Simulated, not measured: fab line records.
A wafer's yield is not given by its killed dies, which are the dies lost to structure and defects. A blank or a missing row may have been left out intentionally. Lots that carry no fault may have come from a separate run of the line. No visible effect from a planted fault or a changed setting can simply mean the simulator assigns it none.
fab line records    flow nand_harc
record: lots: 12  wafers: 35  last_day: 31
route steps=1302 shown A_ONON_D1@427 A_CHANNEL_HOLE_D1@469 END@1302
lots that met no fault: taken from a fault-free run of the same line
start_h: start of the lot's first displayed wafer, in hours after the record's first day    wait_h: hours from the lot's prior step to this one    " as in the row above    L1.1+2: a single row standing in for several wafers    - either no value or no given start    * or withheld: withheld    < > ~ a bound
route shown NAME@n: names a module that has steps shown in the file, with the first one's number in the route    usual: mean and standard deviation over wafers with no fault    same: alike in all rows    chamber/n: place in a boat    sites: per-site readings    _std_site: how widely they spread, as a standard deviation    _edge_site: the outer-site mean with the inner-site mean subtracted    radius_mm: for every site, how far away it sits from the centre of the wafer    mask NAME#n: copy n    behind: tool/chamber where the wafer was last shaped    hold: reason for holding the lot/hours on hold/outcome of the hold    device: whichever transistor did not switch (one of n, p or np)    end of line: the tests these same wafers got at the end of their route    a step given without rows: its recipe and nothing more    killed: dies lost to structure and defects at the first sort, not the wafer's yield    map: a wafer's dies, x killed, . not, _ none there
set.NAME: the setting as run; set.NAME@STEP: as run at that earlier step    model.NAME: the simulator's own value behind a step, which no gauge read
a sample of lots followed through the steps of the route, with each step as a table and each wafer as a row
services: the hour from which a tool's chamber was out of use, counted from the record's first day as start_h (under 0 if before that day), plus the number of hours and why
== steps ==
step: NHARC_A_ONON_D1_THK_MEAS_05
recipe: thk_meas_gauge: ellipsometry
usual: thk_nm: 1002/9.2
lot.wafer  tool           chamber  start_h  wait_h  thk_nm
L887.1     film_metro-01  -        170.80   -       1021
L887.2     "              -        "        "       1022
L887.5     "              -        "        "       1019
L888.1     film_metro-02  -        179.96   -       1011
L888.3     "              -        "        "       1014
L888.6     "              -        "        "       1012
L889.1     film_metro-02  -        194.67   -       1009
L889.2     "              -        "        "       1010
L889.5     "              -        "        "       1010
L890.4     film_metro-01  -        203.01   -       998
L890.5     "              -        "        "       998
L890.6     "              -        "        "       999
L891.3     film_metro-02  -        210.29   -       1002
L891.4     "              -        "        "       1001
L891.6     "              -        "        "       1003
L892.2     film_metro-01  -        226.66   -       994
L892.4     "              -        "        "       993
L892.5     "              -        "        "       993
L894.2     film_metro-02  -        242.59   -       986
L894.4     "              -        "        "       985
L894.6     "              -        "        "       988
L897.1     film_metro-01  -        267.11   -       1011
L897.3     "              -        "        "       1011
L897.6     "              -        "        "       1009
L898.2     film_metro-01  -        279.26   -       994
L898.4     "              -        "        "       994
L898.6     "              -        "        "       996
L899.1     film_metro-01  -        289.75   -       1007
L899.2     "              -        "        "       1009
L899.6     "              -        "        "       1010
L902.2     film_metro-01  -        328.61   -       995
L902.3     "              -        "        "       997
L903.2     film_metro-02  -        328.67   -       1010
L903.3     "              -        "        "       1010
L903.6     "              -        "        "       1010
step: NHARC_A_CHANNEL_HOLE_D1_ETCH_16
recipe: target_depth_a: 31000  over_etch_frac: 0.3  time_s: 806  ion_energy_ev: 150  o2_flow_sccm: 400  cos_flow_sccm: 20  ar_flow_sccm: 0  rf_w: 500  bias_w: 300  chemistry: O2/COS
usual: chamber_pressure_mTorr: 20.001/0.017  drypump_motor_current_A: 6.0/0.47  oes_product_au: 0.997/0.012  rf_vpp_V: 313.7/1.6  run_length_s: 827.3/0.49  showerhead_plenum_p_Torr: 3.09/0.1  throttle_valve_pct: 28.330/0.0093
lot.wafer  tool         chamber  start_h  wait_h  chamber_pressure_mTorr  drypump_motor_current_A  oes_product_au  rf_hours_counter_h  rf_vpp_V  run_length_s  showerhead_plenum_p_Torr  throttle_valve_pct
L887.2     rie_diel-03  1        186.90   -       20.010                  6.6                      0.986           6                   315.6     827.9         3.18                      28.338
L887.1     "            0        "        "       20.011                  5.7                      0.993           6                   313.1     827.8         2.97                      28.334
L887.5     "            1        "        "       19.998                  6.6                      1.004           -                   317.1     828.1         3.18                      28.329
L888.1     rie_diel-07  0        198.92   -       20.007                  5.5                      0.997           24                  316.1     828.2         3.28                      28.336
L888.3     "            3        "        "       20.024                  5.0                      1.007           24                  313.0     827.6         3.13                      28.332
L888.6     "            0        "        "       20.019                  5.6                      0.987           -                   316.8     828.3         3.28                      28.336
L889.1     rie_diel-03  1        212.99   -       20.017                  6.7                      0.989           7                   314.1     827.6         3.18                      28.326
L889.2     "            0        "        "       20.031                  5.7                      0.979           8                   311.7     827.2         2.97                      28.331
L889.5     "            1        "        "       20.011                  6.6                      0.985           -                   315.0     827.8         3.18                      28.345
L890.4     rie_diel-07  2        219.11   -       20.018                  6.2                      0.998           35                  313.5     827.0         3.08                      28.321
L890.6     "            1        "        "       20.008                  6.2                      1.001           -                   315.6     827.5         3.23                      28.320
L890.5     "            2        "        "       20.007                  6.2                      0.994           -                   314.9     827.2         3.08                      28.338
L891.4     rie_diel-03  1        226.36   -       19.984                  6.7                      0.988           8                   315.5     828.4         3.18                      28.332
L891.3     "            2        "        "       20.007                  5.9                      1.003           9                   312.3     827.8         2.96                      28.327
L891.6     "            0        "        "       20.013                  5.7                      0.996           -                   311.5     827.6         2.97                      28.327
L892.2     rie_diel-03  3        246.30   -       20.034                  6.2                      0.995           12                  314.6     826.4         3.13                      28.350
L892.4     "            0        "        "       19.994                  5.7                      0.987           11                  310.9     827.6         2.97                      28.332
L892.5     "            2        "        "       19.996                  5.9                      1.018           -                   310.7     827.0         2.96                      28.339
L894.2     rie_diel-03  0        262.37   -       20.020                  5.7                      0.972           13                  311.7     827.1         2.97                      28.327
L894.6     "            0        "        "       19.969                  5.7                      0.969           -                   310.7     827.4         2.97                      28.337
L894.4     "            3        "        "       19.998                  6.2                      0.996           -                   313.2     826.5         3.12                      28.333
L897.3     rie_diel-07  2        283.07   -       20.032                  6.2                      0.996           57                  312.8     827.3         3.07                      28.328
L897.1     "            0        "        "       20.035                  5.5                      0.993           44                  316.3     827.6         3.27                      28.318
L897.6     "            1        "        "       20.023                  6.3                      1.014           -                   315.7     827.4         3.22                      28.343
L898.2     rie_diel-01  1        299.90   -       20.005                  4.8                      1.012           34                  315.0     826.8         3.11                      28.336
L898.4     "            2        "        "       19.995                  5.3                      1.005           30                  313.3     827.2         3.13                      28.327
L898.6     "            0        "        "       19.973                  6.3                      1.012           -                   313.1     827.0         3.03                      28.334
L899.1     rie_diel-03  0        308.95   -       19.979                  5.8                      0.984           1                   311.8     827.1         2.97                      28.333
L899.2     "            1        "        "       20.000                  6.6                      1.004           1                   314.9     827.6         3.17                      28.330
L899.6     "            1        "        "       20.025                  6.7                      1.000           -                   313.7     828.2         3.17                      28.327
L903.2     rie_diel-03  0        344.40   -       19.988                  5.7                      1.006           4                   311.9     657.2         2.97                      28.342
L903.3     "            1        "        "       20.009                  6.7                      1.008           4                   314.6     828.1         3.17                      28.339
L903.6     "            0        "        "       20.002                  5.7                      1.004           -                   312.9     827.1         2.97                      28.322
L902.3     rie_diel-03  0        344.79   -       19.990                  5.7                      0.995           5                   312.5     827.4         2.97                      28.324
L902.2     "            3        "        "       19.989                  6.2                      0.975           5                   315.4     656.0         3.12                      28.329
step: NHARC_A_CHANNEL_HOLE_D1_ETCH_33
recipe: bias_v: 400  source_w: 2000  pressure_mtorr: 25  time_s: 90  ar_flow_sccm: 375  c4f8_flow_sccm: 41.7  o2_flow_sccm: 83.3  temp_c: -20  target_depth_a: 4000  chemistry: C4F8/O2/Ar
usual: chamber_pressure_mTorr: 25.002/0.025  drypump_motor_current_A: 6.00/0.28  oes_air_line_au: 1.000/0.021  run_length_s: 121.3/0.76  showerhead_plenum_p_Torr: 3.73/0.062  throttle_valve_pct: 27.620/0.0094
lot.wafer  tool         chamber  start_h  wait_h  chamber_pressure_mTorr  drypump_motor_current_A  oes_air_line_au  rf_hours_counter_h  run_length_s  showerhead_plenum_p_Torr  throttle_valve_pct
L887.2     har_etch-02  1        191.54   0.2     24.953                  6.12                     0.983            301                 120.8         3.68                      27.617
L887.1     "            0        "        "       25.011                  5.53                     1.031            301                 120.7         3.81                      27.620
L887.5     "            1        "        "       25.011                  6.17                     0.980            -                   120.6         3.68                      27.645
L888.1     har_etch-01  1        206.26   0.2     24.973                  6.19                     1.020            104                 122.1         3.76                      27.617
L888.3     "            1        "        "       25.006                  6.20                     1.041            -                   122.0         3.76                      27.625
L888.6     "            0        "        "       24.989                  6.16                     1.013            -                   121.8         3.76                      27.634
L889.1     har_etch-01  0        217.66   0.2     25.005                  6.14                     1.011            111                 122.0         3.76                      27.630
L889.2     "            1        "        "       24.975                  6.19                     0.973            111                 122.1         3.76                      27.610
L889.5     "            1        "        "       25.002                  6.20                     0.991            -                   122.5         3.76                      27.617
L890.4     har_etch-02  1        223.76   0.2     24.994                  6.15                     1.018            -                   120.4         3.67                      27.602
L890.5     "            0        "        "       25.047                  5.54                     0.989            -                   121.2         3.80                      27.635
L890.6     "            1        "        "       25.051                  6.17                     1.007            -                   120.5         3.67                      27.619
L891.3     har_etch-01  0        232.98   0.2     24.993                  6.17                     0.994            -                   121.6         3.76                      27.609
L891.4     "            1        "        "       25.001                  6.22                     1.023            -                   122.6         3.76                      27.620
L891.6     "            0        "        "       24.973                  6.16                     1.061            -                   122.3         3.76                      27.618
L892.2     har_etch-02  1        250.82   0.2     24.998                  6.19                     1.022            336                 121.1         3.66                      27.607
L892.4     "            0        "        "       25.001                  5.54                     1.033            -                   120.5         3.79                      27.623
L892.5     "            1        "        "       25.011                  6.17                     0.999            -                   120.4         3.66                      27.610
L894.2     har_etch-01  1        267.14   0.2     24.983                  6.22                     1.012            134                 122.9         3.75                      27.601
L894.4     "            0        "        "       24.946                  6.14                     1.019            -                   121.9         3.75                      27.622
L894.6     "            1        "        "       24.997                  6.17                     0.948            -                   122.3         3.75                      27.625
L897.1     har_etch-02  0        288.33   0.2     24.979                  5.57                     0.965            359                 121.2         3.77                      27.628
L897.3     "            0        "        "       24.981                  5.54                     1.009            -                   120.5         3.77                      27.624
L897.6     "            0        "        "       24.991                  5.58                     0.973            -                   120.6         3.77                      27.620
L898.2     har_etch-02  0        304.43   0.2     25.018                  5.51                     1.003            367                 120.5         3.77                      27.636
L898.4     "            0        "        "       24.971                  5.54                     1.030            -                   120.7         3.77                      27.627
L898.6     "            1        "        "       25.048                  6.18                     0.997            -                   120.6         3.64                      27.624
L899.1     har_etch-02  1        315.06   0.2     25.040                  6.15                     1.009            374                 120.6         3.64                      27.623
L899.2     "            0        "        "       24.949                  5.54                     0.962            374                 121.0         3.76                      27.620
L899.6     "            1        "        "       25.024                  6.14                     1.010            -                   120.4         3.64                      27.618
L903.2     har_etch-02  0        348.99   0.2     25.020                  5.53                     0.994            393                 120.8         3.75                      27.630
L903.3     "            0        "        "       25.031                  5.56                     1.009            -                   120.7         3.75                      27.617
L903.6     "            0        "        "       24.993                  5.55                     1.017            -                   120.8         3.75                      27.627
L902.2     har_etch-01  1        349.41   0.2     25.004                  6.19                     1.004            184                 122.6         3.72                      27.622
L902.3     "            0        "        "       25.044                  6.18                     1.014            -                   121.7         3.72                      27.621
step: NHARC_A_CHANNEL_HOLE_D1_XSEM_31
recipe: landing_energy_ev: 35000
usual: bot_cd_nm: 74.7/1.7  bow_nm: 8.73/0.29  tilt_deg: 0.08/0.037
lot.wafer  tool     chamber  start_h  wait_h  bot_cd_nm  bow_nm  tilt_deg
L887.1     xsem-02  0        193.18   0.1     72.9       8.83    0.09
L887.2     "        0        "        "       76.1       8.82    0.09
L887.5     "        0        "        "       73.7       8.86    0.09
L888.1     xsem-01  0        208.05   0.1     79.5       8.54    0.10
L888.3     "        0        "        "       72.6       8.49    0.10
L888.6     "        0        "        "       74.9       8.51    0.10
L889.1     xsem-01  0        219.28   0.1     76.3       8.82    0.07
L889.2     "        0        "        "       75.5       8.77    0.07
L889.5     "        0        "        "       78.2       8.79    0.07
L890.4     xsem-02  0        225.30   0.1     73.6       8.84    0.06
L890.5     "        0        "        "       77.6       8.91    0.06
L890.6     "        0        "        "       74.6       8.76    0.06
L891.3     xsem-01  0        234.54   0.1     75.4       8.82    0.12
L891.4     "        0        "        "       74.9       8.89    0.12
L891.6     "        0        "        "       73.3       8.80    0.12
L892.2     xsem-02  0        252.49   0.1     72.0       8.39    0.04
L892.4     "        0        "        "       73.6       8.42    0.04
L892.5     "        0        "        "       72.2       8.40    0.04
L894.2     xsem-01  0        268.78   0.1     76.0       8.40    0.14
L894.4     "        0        "        "       77.4       8.53    0.14
L894.6     "        0        "        "       76.8       8.36    0.14
L897.1     xsem-01  0        289.95   0.1     74.9       8.89    -0.01
L897.3     "        0        "        "       75.1       8.84    -0.01
L897.6     "        0        "        "       76.5       8.84    -0.01
L898.2     xsem-02  0        306.03   0.1     73.4       8.60    0.08
L898.4     "        0        "        "       75.0       8.62    0.08
L898.6     "        0        "        "       76.7       8.60    0.08
L899.1     xsem-01  0        316.68   0.1     73.6       8.91    0.10
L899.2     "        0        "        "       76.4       8.83    0.09
L899.6     "        0        "        "       73.5       8.88    0.09
L903.2     xsem-01  0        350.59   0.1     72.1       8.56    0.12
L903.3     "        0        "        "       74.1       8.58    0.12
L903.6     "        0        "        "       75.5       8.47    0.12
L902.2     xsem-02  0        351.12   0.1     72.7       8.04    0.06
L902.3     "        0        "        "       73.1       8.04    0.06
step: NHARC_END_SORT_01
recipe: temp_c: 25
usual: killed_at_array: 55/17  killed_at_other: 0.9/1.2  killed_at_periphery: 3.7/2.5  killed_dies: 59/18  killed_open: 3.4/1.9  killed_short: 2.6/1.6
same: gross_dies: 677
lot.wafer  tool       chamber  start_h  wait_h  killed_at_array  killed_at_other  killed_at_periphery  killed_dies  killed_open  killed_short
L903.2     prober-01  0        732.19   2.8     167              0                4                    171          3            3
L903.3     prober-01  0        732.99   3.1     65               0                3                    68           1            1
L903.6     prober-01  0        735.39   4.0     76               0                4                    80           6            2
L902.2     prober-01  0        739.97   2.8     66               0                5                    71           6            2
L902.3     prober-01  0        740.77   3.1     50               1                8                    59           4            4
killed by level:class
L903.2 A_CHANNEL_HOLE_D1:area_etch=80 A_CHANNEL_HOLE_D1:chamber_film_flake=35 A_CHANNEL_HOLE_D2:chamber_film_flake=22 A_BLC:chamber_film_flake=9 A_SLIT:chamber_film_flake=5 A_CONTACT:chamber_film_flake=4 A_CHANNEL_FILL_D2:chamber_film_flake=3 A_STAIRCASE:chamber_film_flake=3
L903.3 A_CHANNEL_HOLE_D1:chamber_film_flake=36 A_CHANNEL_HOLE_D2:chamber_film_flake=18 A_BLC:chamber_film_flake=4 A_CONTACT:chamber_film_flake=3 P_M1:chamber_film_flake=2 A_CHANNEL_FILL_D1:geometric_particle:short=1 A_CHANNEL_FILL_D2:geometric_particle:open=1 P_STI:chamber_film_flake=1
L903.6 A_CHANNEL_HOLE_D1:chamber_film_flake=34 A_CHANNEL_HOLE_D2:chamber_film_flake=18 A_CONTACT:chamber_film_flake=9 A_SLIT:chamber_film_flake=3 A_STAIRCASE:chamber_film_flake=3 A_BLC:chamber_film_flake=3 A_DECK1_JOINT:geometric_particle:open=2 P_GATE:geometric_particle:open=1
L902.2 A_CHANNEL_HOLE_D1:area_etch=28 A_SLIT:chamber_film_flake=16 A_CHANNEL_HOLE_D1:chamber_film_flake=5 P_GATE:chamber_film_flake=3 A_CONTACT:chamber_film_flake=3 A_CHANNEL_HOLE_D2:chamber_film_flake=2 A_WL_FILL:chamber_film_flake=2 A_ONON_D1:geometric_particle:short=1
L902.3 A_SLIT:chamber_film_flake=26 A_CHANNEL_HOLE_D1:chamber_film_flake=8 A_CONTACT:chamber_film_flake=4 P_GATE:chamber_film_flake=3 A_CHANNEL_HOLE_D2:chamber_film_flake=3 P_M1:chamber_film_flake=2 A_STAIRCASE:chamber_film_flake=2 P_STI:geometric_particle:open=1
== services ==
tool         chamber  start_h  hours  kind
rie_diel-03  0        186.80   -      clean
rie_diel-03  1        186.80   -      clean
rie_diel-03  2        186.80   -      clean
rie_diel-03  3        186.80   -      clean
rie_diel-01  -        205.99   9.0    pm
rie_diel-03  0        211.30   -      clean
rie_diel-03  1        211.30   -      clean
rie_diel-03  2        211.30   -      clean
rie_diel-03  3        211.30   -      clean
rie_diel-07  -        230.26   0.6    repair
rie_diel-03  0        235.80   -      clean
rie_diel-03  1        235.80   -      clean
rie_diel-03  2        235.80   -      clean
rie_diel-03  3        235.80   -      clean
rie_diel-03  0        260.31   -      clean
rie_diel-03  1        260.31   -      clean
rie_diel-03  2        260.31   -      clean
rie_diel-03  3        260.31   -      clean
rie_diel-03  1        261.03   3.5    repair
rie_diel-03  -        281.30   9.0    pm
rie_diel-07  -        294.20   9.0    pm
rie_diel-01  -        315.38   0.6    repair
rie_diel-07  3        334.27   14.8   repair
rie_diel-01  3        336.93   3.0    repair
== key ==
first_sign: step: NHARC_A_CHANNEL_HOLE_D1_ETCH_16  reading: run_length_s  direction: down  sigmas: 99+  usual: *  struck: *
more_kills_born_at: NHARC_A_CHANNEL_HOLE_D1_ETCH_16@rie_diel-03: 108
met_at NHARC_A_CHANNEL_HOLE_D1_ETCH_16
struck_lots L902,L903
struck_wafers L902.2,L903.2
tester_left_out L902,L903
not_acting_at NHARC_A_ONON_D1_THK_MEAS_05,NHARC_A_CHANNEL_HOLE_D1_ETCH_33,NHARC_A_CHANNEL_HOLE_D1_XSEM_31
onset_between 308.95 344.40
fault: kind: process_parameter_drift  tool: rie_diel-03  chamber: -  onset_h: 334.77  steps: NHARC_A_CHANNEL_HOLE_D1_ETCH_16  channel: time_s  offset: *  shape: step  end_h: 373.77  scope: struck_wafers_only  acts_in: *  stated: *
tester_left_out: of these lots the tester's yield and bins aren't shown, on N5 and GAA mostly nor the transistor test; their killed dies are dies lost to structure and defects alone, not to doping, threshold or leakage, so they don't give the yield
